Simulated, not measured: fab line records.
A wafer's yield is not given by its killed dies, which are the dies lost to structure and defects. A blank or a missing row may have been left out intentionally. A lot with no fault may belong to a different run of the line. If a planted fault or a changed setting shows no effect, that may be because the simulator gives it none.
Matching of chambers | flow nand_harc | NHARC_A_ONON_D1_DEP_33 on pecvd-03 has 3 sister chambers
The step deposits SiO2, target thk 200 nm. 14 wafers are shown with their chamber, then 7 later ones without.

== EACH WAFER AND ITS CHAMBER ==
wafer  | chamber | throttle_valve_pct (%) | heater_power_w (W)
L345.1 | 0       | 16.2                   | 453
L345.4 | 1       | 15.3                   | 440
L345.5 | 2       | 15.3                   | 556
L346.3 | 1       | 15.2                   | 440
L346.4 | 0       | 16.3                   | 452
L346.5 | 1       | 15.0                   | 463
L348.3 | 2       | 15.4                   | 559
L348.5 | 0       | 16.1                   | 350
L348.6 | 1       | 15.6                   | 525
L358.4 | 1       | 15.4                   | 429
L358.5 | 0       | 16.4                   | 470
L358.6 | 2       | 15.5                   | 628
L360.1 | 0       | 16.4                   | 433
L360.3 | 1       | 15.6                   | 517

SIGNATURES (means of the wafers above)
reading            | chamber 0 | chamber 1 | chamber 2 | scatter within a chamber
throttle_valve_pct | 16.280    | 15.350    | 15.400    | 0.182
heater_power_w     | 431.60    | 469.00    | 581.00    | 43.8
Rule: distance of a wafer from a chamber = root of the sum over the readings of ((wafer's reading minus chamber's mean) / reading's scatter) squared. The wafer belongs to the nearest chamber; if the next one is less than 2 further off, it can't be placed. The scatter is the square root of a quotient: the sum, over the shown wafers, of each reading's squared deviation from its chamber's mean, divided by wafers minus chambers.

== WAFERS WITHOUT THEIR CHAMBER ==
wafer  | throttle_valve_pct (%) | heater_power_w (W)
L360.6 | 15.5                   | 583
L361.1 | 15.4                   | 519
L361.3 | 16.5                   | 435
L361.5 | 15.6                   | 528
L363.3 | 16.4                   | 427
L363.4 | 15.2                   | 535
L363.6 | 16.5                   | 445

== CHAMBER TAKEN BY EACH ==
wafer  | from the rows above     | in truth
L360.6 | 2                       | 2
L361.1 | can't be placed: 1 or 2 | 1
L361.3 | 0                       | 0
L361.5 | can't be placed: 2 or 1 | 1
L363.3 | 0                       | 0
L363.4 | can't be placed: 2 or 1 | 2
L363.6 | 0                       | 0
4 of 7 placed correctly. Unplaceable from these rows: 3, with the true chamber sitting among the candidates in 3. Number placed wrongly: 0.
